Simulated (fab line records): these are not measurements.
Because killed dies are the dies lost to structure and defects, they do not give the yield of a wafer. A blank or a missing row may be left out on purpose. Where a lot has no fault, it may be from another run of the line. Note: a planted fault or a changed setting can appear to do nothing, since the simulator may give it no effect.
A lot that was struck, set against a sound lot / flow n5 finfet / 24 steps out of a route of 1938
Sound: the wafers L943.1, L943.4, L943.6. The struck wafers were L948.4, L948.5, L948.6. The cause is named last.
For every step that has rows: the tool of each side, followed by ch and its chambers, followed by its first start. Under that, the readings that differ: sound wafers / struck wafers / difference of the means / sigmas: that difference in standard deviations of wafers without a fault.
alike: same words and numbers on both sides, and readings whose means sit less than 2 such deviations apart. not compared: any withheld reading, any reading some wafer has no value for, any bound like >300 that may hide the same value, and any number with overlapping values for which the record gives no deviation.
Wherever a step has rows on one side only, a row that says differs or no value, or a row with sigmas, the two part there. When numbers do not overlap yet have no deviation, they are printed without sigmas and do not part them. Lack of a reading on every wafer of one side parts them only where that side has two or more wafers.

first, 9 steps without rows for these wafers: N5_BEOL_M14_SOFTBAKE_05 (time 60 s); N5_BEOL_M14_EXPOSE_07 (exposes mask V13); N5_BEOL_M14_PEB_08 (peb time 90 s); N5_BEOL_M14_DEVELOP_09 (develop time 45 s); N5_BEOL_M14_HARDBAKE_14 (time 120 s); N5_BEOL_M14_DESCUM_15 (chemistry O2, time 7.9 s); N5_BEOL_M14_ETCH_59 (etches BARC in N2/H2, target depth 89 nm, overetch 26.7 nm, time 67.9 s); N5_BEOL_M14_VIA_ETCH_16 (etches SiO2 in C4F8/O2/Ar, target depth 1231.3 nm); N5_BEOL_M14_STRIP_63 (strips in O2).
N5_BEOL_M14_STRIP_64: strips in O2.
  sound on rie diel-01 ch 0,2,3, day 14 23:00; struck on rie diel-01 ch 0,3, day 15 19:00
  alike: chamber pressure mTorr, drypump motor current A, oes product au, rf vpp V, showerhead plenum p Torr, throttle valve pct
  not compared: rf hours counter h
then, 11 steps without rows for these wafers: N5_BEOL_M14_STRIP_71 (strips in post etch residue remover, time 60 s); N5_BEOL_M14_SRD_72 (time 30 s, dry time 30 s); N5_BEOL_M14_COAT_65 (time 60 s, resist thk 450 nm); N5_BEOL_M14_COAT_66 (time 60 s, resist thk 110 nm); N5_BEOL_M14_COAT_22 (resist thk 300 nm); N5_BEOL_M14_EBR_24; N5_BEOL_M14_SOFTBAKE_23 (time 60 s); N5_BEOL_M14_EXPOSE_25 (exposes mask M14, target cd 280 nm); N5_BEOL_M14_PEB_26 (peb time 90 s); N5_BEOL_M14_DEVELOP_27 (develop time 45 s); N5_BEOL_M14_HARDBAKE_32 (time 120 s).
N5_BEOL_M14_INSPECT_30: inspects for defects (macro).
  sound: defect inspect-01 at day 14 23:56; struck: defect inspect-02 at day 15 20:07
reading=raw defect count; sound=2 3 1; struck=>300 >300 >300; difference=differs; sigmas=
then, 1 step without rows for these wafers: N5_BEOL_M14_DESCUM_33 (chemistry O2, time 7.9 s).
N5_PASSIVATION_PROBE_49:
  sound: prober-01 at day 16 07:57; struck: prober-01 at day 16 23:56
reading=defect limited yield (%); sound=88.1 89.8 91.4; struck=83.0 82.6 86.7; difference=-5.7; sigmas=-4
reading=killed_at_M4_up; sound=19 19 12; struck=120 125 97; difference=+97; sigmas=+19
reading=killed at contacts; sound=7 9 2; struck=18 27 20; difference=+16; sigmas=+2
reading=killed at front end; sound=56 55 51; struck=35 18 23; difference=-29; sigmas=-3
reading=killed at other; sound=14 5 4; struck=0 4 1; difference=-6; sigmas=-2
reading=killed dies; sound=140 120 101; struck=201 205 157; difference=+67; sigmas=+4
reading=killed on rim; sound=20 17 14; struck=22 23 29; difference=+8; sigmas=+2
reading=killed short; sound=49 43 33; struck=23 32 22; difference=-16; sigmas=-2
reading=sort_bin_5_function (%); sound=6.9 5.8 4.9; struck=11.9 11.7 9.2; difference=+5.1; sigmas=+6
reading=sort n pass; sound=1040 1060 1079; struck=979 975 1023; difference=-67; sigmas=-4
reading=sort yield pct (%); sound=88.1 89.8 91.4; struck=83.0 82.6 86.7; difference=-5.7; sigmas=-4
  alike: killed_at_M0_to_M3, killed open, sort_bin_6_memory

== WHERE THEY PART ==
At N5_BEOL_M14_INSPECT_30 first; at N5_PASSIVATION_PROBE_49 last (within this record only).

WHY: whatever the simulator had introduced
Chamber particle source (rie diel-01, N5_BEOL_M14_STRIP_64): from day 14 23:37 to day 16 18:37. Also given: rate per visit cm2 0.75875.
